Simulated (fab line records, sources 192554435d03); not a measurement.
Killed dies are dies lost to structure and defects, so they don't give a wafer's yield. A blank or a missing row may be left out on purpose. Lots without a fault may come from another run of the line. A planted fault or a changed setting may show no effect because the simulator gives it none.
Chamber matching | flow n5_finfet | N5_DUMMY_GATE_ALD_02 on ald_sin-03: 4 sister chambers
The step deposits SiO2, target thk 2 nm, pulse time 1 s. 4 wafers are shown with their chamber, then 9 later ones without.

WAFERS WITH THEIR CHAMBER
wafer  | chamber | heater_power_w (W)
L086.2 | 3       | 436
L091.1 | 2       | 490
L091.2 | 1       | 427
L091.4 | 0       | 527

WAFERS WITHOUT THEIR CHAMBER
wafer  | heater_power_w (W)
L092.4 | 490
L092.5 | 528
L092.6 | 453
L094.1 | 521
L094.2 | 421
L094.3 | 445
L096.1 | 468
L096.5 | 422
L096.6 | 496

WHICH CHAMBER EACH WENT THROUGH
wafer  | from the rows above          | in truth
L092.4 | 2                            | 2
L092.5 | 0                            | 0
L092.6 | can't be placed: 3 or 1 or 2 | 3
L094.1 | 0                            | 0
L094.2 | can't be placed: 1 or 3      | 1
L094.3 | can't be placed: 3 or 1      | 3
L096.1 | can't be placed: 2 or 3 or 1 | 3
L096.5 | can't be placed: 1 or 3      | 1
L096.6 | 2                            | 2
Placed correctly: 4 of 9. Can't be placed from these rows: 5 (the true chamber is among the candidates in 5). Placed wrongly: 0.
How it was worked out, from the rows above alone: a wafer's distance from a chamber is the root of the sum, over the readings, of the square of ((its reading less the chamber's mean) divided by the reading's scatter). The wafer belongs to the nearest chamber; if the next one is less than 2 further off, it can't be placed. A chamber's mean is the mean of its shown wafers. The scatter: with one shown wafer a chamber, the root of the mean of the squares of how far each hidden wafer lies from its nearest shown one.
